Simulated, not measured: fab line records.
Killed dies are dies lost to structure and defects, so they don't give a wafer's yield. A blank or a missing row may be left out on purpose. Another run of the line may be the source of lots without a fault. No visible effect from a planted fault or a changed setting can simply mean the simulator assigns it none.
A lot that was struck, set against a sound lot | flow n5Finfet | 14 steps out of a route of 1938
Sound: wafers L224.1, L224.2, L224.5. Struck: wafer L227.2 (left out: L227.1, L227.4 of the same lot, which were not struck); the cause appears at the end.
Each step with rows lists, per side, the tool, then ch with its chambers, then its first start. Under that, the readings that differ: sound wafers | struck wafers | difference of the means | sigmas: that difference in standard deviations of wafers without a fault.
alike: a reading whose means differ by less than 2 such deviations, as well as words and numbers matching on both sides. not compared: withheld readings; readings where some wafer has no value; bounds like >300 that might hide an equal value; numbers whose values overlap and for which the record gives no deviation.
Wherever a step has rows on one side only, a row that says differs or no value, or a row with sigmas, the two part there. When numbers do not overlap yet have no deviation, they are printed without sigmas and do not part them. A reading missing from all wafers of one side parts the sides only when that side holds two or more wafers.

first, 1 step without rows for these wafers: N5_BEOL_M8_CURE_75 (cures SiCOH lowk, time 120 s).
N5_BEOL_M8_DEGAS_44: time 60 s.
  sound: pvdSputter-03 at day 11 10:52; struck: pvdSputter-01 at day 12 18:28
reading          | sound       | struck | difference | sigmas
heaterPowerW (W) | 311 278 304 | 357    | +59        | +2
then, 1 step without rows for these wafers: N5_BEOL_M8_PRE_CLEAN_45 (time 30 s).
N5_BEOL_M8_ALD_77: deposits TaN, target thk 2 nm, pulse time 2 s, purge time 3 s.
  sound on aldMetal-02 ch 1,2, day 11 10:59; struck on aldMetal-04 ch 1, day 12 18:34
  alike: heaterPowerW
N5_BEOL_M8_SURFACE_TREAT_79:
  sound: pvdSputter-01 at day 11 11:16; struck: pvdSputter-01 at day 12 18:54
  not compared: throttleValvePct
then, 1 step without rows for these wafers: N5_BEOL_M8_CVD_78 (deposits Co from CCTBA/H2, target thk 2 nm, time 142.3 s).
N5_BEOL_M8_SPUTTER_48: material Cu, target thk 10 nm, time 1.667 s.
  sound: pvdSputter-03 at day 11 11:28; struck: pvdSputter-01 at day 12 19:20
  alike: throttleValvePct
then, 2 steps without rows for these wafers: N5_BEOL_M8_ECD_50 (material Cu, target thk 300 nm); N5_BEOL_M8_ANNEAL_51 (time 90 s).
N5_BEOL_M8_CMP_52: polishes, stops on SiCOH lowk, t overpolish 6.9 s, target thk 80 nm.
  sound on cmp-01 ch 1,2,3, day 11 11:59; struck on cmp-03 ch 3, day 12 19:53
  alike: barrierFieldEndpointS, motorCurrentA, overpolishRunS, timeToEndpointS
N5_BEOL_M8_THK_MEAS_53: measures by xrf.
  sound: filmMetro-02 at day 11 12:16; struck: filmMetro-01 at day 12 20:08
  alike: M8_THK
then, 1 step without rows for these wafers: N5_BEOL_M8_PRE_CLEAN_55 (time 15 s).
N5_BEOL_M8_DEP_56: deposits SiCN from 3MS/NH3, target thk 10 nm, time 17.5 s.
  sound on pecvd-01 ch 1,2, day 11 12:20; struck on pecvd-03 ch 0, day 12 20:13
reading                                 | sound       | struck | difference | sigmas
model.SiCN_of_BEOL_M8_DEP_56.thkNm (nm) | 9.8 9.8 9.8 | 5.6    | -4.2       | 
  alike: showerheadPlenumPTorr, throttleValvePct
N5_BEOL_M8_RS_MEAS_57: measures by four-point-probe.
  sound: filmMetro-02 at day 11 12:24; struck: filmMetro-01 at day 12 20:17
  alike: M8_RS

## WHERE THEY PART
N5_BEOL_M8_DEGAS_44 only, going by this record. Later steps at which nothing parts them and some readings are alike: N5_BEOL_M8_ALD_77, N5_BEOL_M8_SPUTTER_48, N5_BEOL_M8_CMP_52, N5_BEOL_M8_THK_MEAS_53, N5_BEOL_M8_DEP_56, N5_BEOL_M8_RS_MEAS_57.

WHY: what had been put in by the simulator
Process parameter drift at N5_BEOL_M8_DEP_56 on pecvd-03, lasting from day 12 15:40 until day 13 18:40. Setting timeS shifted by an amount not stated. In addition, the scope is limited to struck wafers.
